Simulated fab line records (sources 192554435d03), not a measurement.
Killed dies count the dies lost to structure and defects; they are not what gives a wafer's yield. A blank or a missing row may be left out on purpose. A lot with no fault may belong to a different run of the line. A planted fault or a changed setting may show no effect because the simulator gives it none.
Which of the tools did it? / flow n5_finfet / Sampling: 10 lots, 27 wafers, 4 of 1938 route steps

## WHAT THE GAUGES READ, wafer by wafer
N5_BEOL_M13_THK_MEAS_01.
lot=L986; measured=day 10 07:29; on=film_metro-01; M13_ILD_THK (nm)=826 844 852
lot=L988; measured=day 11 06:02; on=film_metro-02; M13_ILD_THK (nm)=836 840 854
lot=L989; measured=day 11 08:16; on=film_metro-02; M13_ILD_THK (nm)=825 834 869
lot=L994; measured=day 12 22:11; on=film_metro-01; M13_ILD_THK (nm)=842 571
lot=L100; measured=day 14 08:00; on=film_metro-02; M13_ILD_THK (nm)=582 834
lot=L102; measured=day 14 20:17; on=film_metro-02; M13_ILD_THK (nm)=842 860
lot=L103; measured=day 15 06:48; on=film_metro-02; M13_ILD_THK (nm)=829 829 852
lot=L104; measured=day 15 07:19; on=film_metro-02; M13_ILD_THK (nm)=830 841 854
lot=L106; measured=day 15 14:44; on=film_metro-02; M13_ILD_THK (nm)=832 839 850
lot=L105; measured=day 15 15:01; on=film_metro-01; M13_ILD_THK (nm)=841 854 856

## WHAT TOOL EACH LOT RAN ON (gives the tool, then ch and the chambers of the sampled wafers, and finally the start)
lot=L986; N5_BEOL_M12_DESCUM_33=rie_diel-02 ch 1,3, day 10 05:09; N5_BEOL_M12_STRIP_37=plasma_asher-01 ch 0,1, day 10 05:44; N5_BEOL_M13_ILD_DEP_00=pecvd-02 ch 0,2, day 10 07:20
lot=L988; N5_BEOL_M12_DESCUM_33=rie_diel-02 ch 0,1, day 11 01:49; N5_BEOL_M12_STRIP_37=plasma_asher-01 ch 0,1, day 11 02:23; N5_BEOL_M13_ILD_DEP_00=pecvd-02 ch 0,1,2, day 11 05:53
lot=L989; N5_BEOL_M12_DESCUM_33=rie_diel-03 ch 0,1, day 11 03:58; N5_BEOL_M12_STRIP_37=plasma_asher-02 ch 0,1, day 11 04:31; N5_BEOL_M13_ILD_DEP_00=pecvd-04 ch 1,2, day 11 08:07
lot=L994; N5_BEOL_M12_DESCUM_33=rie_diel-02 ch 1,3, day 12 18:46; N5_BEOL_M12_STRIP_37=plasma_asher-01 ch 0, day 12 19:27; N5_BEOL_M13_ILD_DEP_00=pecvd-02 ch 1, day 12 22:02
lot=L100; N5_BEOL_M12_DESCUM_33=rie_diel-03 ch 2,3, day 14 03:53; N5_BEOL_M12_STRIP_37=plasma_asher-02 ch 1, day 14 04:26; N5_BEOL_M13_ILD_DEP_00=pecvd-02 ch 0,2, day 14 07:51
lot=L102; N5_BEOL_M12_DESCUM_33=rie_diel-06 ch 0,1, day 14 17:13; N5_BEOL_M12_STRIP_37=plasma_asher-02 ch 1, day 14 17:47; N5_BEOL_M13_ILD_DEP_00=pecvd-01 ch 0, day 14 20:08
lot=L103; N5_BEOL_M12_DESCUM_33=rie_diel-06 ch 0,1,2, day 14 21:56; N5_BEOL_M12_STRIP_37=plasma_asher-01 ch 0,1, day 14 22:37; N5_BEOL_M13_ILD_DEP_00=pecvd-01 ch 0,1,2, day 15 06:39
lot=L104; N5_BEOL_M12_DESCUM_33=rie_diel-06 ch 0,1,3, day 15 02:04; N5_BEOL_M12_STRIP_37=plasma_asher-02 ch 0,1, day 15 02:37; N5_BEOL_M13_ILD_DEP_00=pecvd-01 ch 1,2, day 15 07:10
lot=L106; N5_BEOL_M12_DESCUM_33=rie_diel-03 ch 0,1,3, day 15 09:56; N5_BEOL_M12_STRIP_37=plasma_asher-02 ch 0,1, day 15 10:29; N5_BEOL_M13_ILD_DEP_00=pecvd-04 ch 0,1,2, day 15 14:35
lot=L105; N5_BEOL_M12_DESCUM_33=rie_diel-02 ch 1,2, day 15 11:25; N5_BEOL_M12_STRIP_37=plasma_asher-01 ch 0,1, day 15 11:59; N5_BEOL_M13_ILD_DEP_00=pecvd-04 ch 0,2, day 15 14:51
- N5_BEOL_M12_DESCUM_33: chemistry O2, time 7.9 s.
- N5_BEOL_M12_STRIP_37: strips in N2/H2.
- N5_BEOL_M13_ILD_DEP_00: deposits SiOC from DEMS/O2, target thk 837.92 nm, time 166.4 s.

## THE ANSWER, worked out from the rows above alone
Rule: the usual values come from the lots themselves. The widest of any qualifying gaps counts: lots, ordered by their means at a reading, are off when they make up no more than a third of the lots, leave a main group of 4 or more, and stand apart from it by 3 or more times the standard deviation of that group's means. A main group is skipped when, at the precision printed for the reading in the tables above, its means are all equal. A lot without any number at a reading at which 4 lots or more have one is off too. Where the step has rows for the other lots, those lots are counted as sound.
Off: at N5_BEOL_M13_THK_MEAS_01 (M13_ILD_THK), L994, L100. Mean 843 nm and standard deviation 4.6 in the main group.
A tool fits if, at a process step before that reading, it ran every lot that is off, and no sound lot after the first of them. The gauges at N5_BEOL_M13_THK_MEAS_01 are tried like those tools. One fits: pecvd-02 at N5_BEOL_M13_ILD_DEP_00. A fault onset in the window from L988 (day 11 05:53, its last sound lot) to L994 (day 12 22:02, its first lot off) fits.

## WHAT THE SIMULATOR HAD PUT IN
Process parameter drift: pecvd-02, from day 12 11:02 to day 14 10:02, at N5_BEOL_M13_ILD_DEP_00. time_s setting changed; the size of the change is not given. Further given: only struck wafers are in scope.
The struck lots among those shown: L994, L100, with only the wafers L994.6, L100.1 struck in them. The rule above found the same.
